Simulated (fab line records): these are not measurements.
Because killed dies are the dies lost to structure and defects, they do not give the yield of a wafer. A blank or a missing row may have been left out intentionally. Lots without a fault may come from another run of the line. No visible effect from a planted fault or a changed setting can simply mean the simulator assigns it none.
Matching of chambers ; flow n5 finfet ; N5_BEOL_M4_CO_CAP_55 on cvd co-01: 3 sister chambers
The step material Co, precursor CCTBA/H2, target thk 2 nm, time 102.1 s. 6 wafers are shown with their chamber, then 12 later ones without.

WAFERS WITH THEIR CHAMBER
wafer;chamber;heater power w (W)
L086.2;0;254
L089.2;1;217
L089.5;2;260
L092.3;1;215
L092.4;2;252
L092.5;0;251

WAFERS WITHOUT THEIR CHAMBER
wafer;heater power w (W)
L094.1;253
L094.2;253
L094.6;256
L095.2;214
L095.3;258
L095.6;259
L096.1;211
L096.2;252
L096.4;259
L097.1;246
L097.2;261
L097.4;253

WHICH CHAMBER EACH WENT THROUGH
wafer;from the rows above;in truth
L094.1;can't be placed: 0 or 2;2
L094.2;can't be placed: 0 or 2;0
L094.6;can't be placed: 2 or 0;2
L095.2;1;1
L095.3;can't be placed: 2 or 0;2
L095.6;can't be placed: 2 or 0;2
L096.1;1;1
L096.2;can't be placed: 0 or 2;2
L096.4;can't be placed: 2 or 0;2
L097.1;can't be placed: 0 or 2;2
L097.2;can't be placed: 2 or 0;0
L097.4;can't be placed: 0 or 2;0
Correct placement for 2 of the 12. From these rows, 10 cannot be placed; in 10 the true chamber is one of the candidates. Placed wrongly: 0.
How it was worked out, from the rows above alone: a wafer's distance from a chamber is the root of the sum, over the readings, of the square of ((its reading less the chamber's mean) divided by the reading's scatter). The wafer belongs to the nearest chamber; if the next one is less than 2 further off, it can't be placed. The mean given for a chamber averages the wafers shown for that chamber. The scatter is the square root of a quotient: the sum, over the shown wafers, of each reading's squared deviation from its chamber's mean, divided by wafers minus chambers.
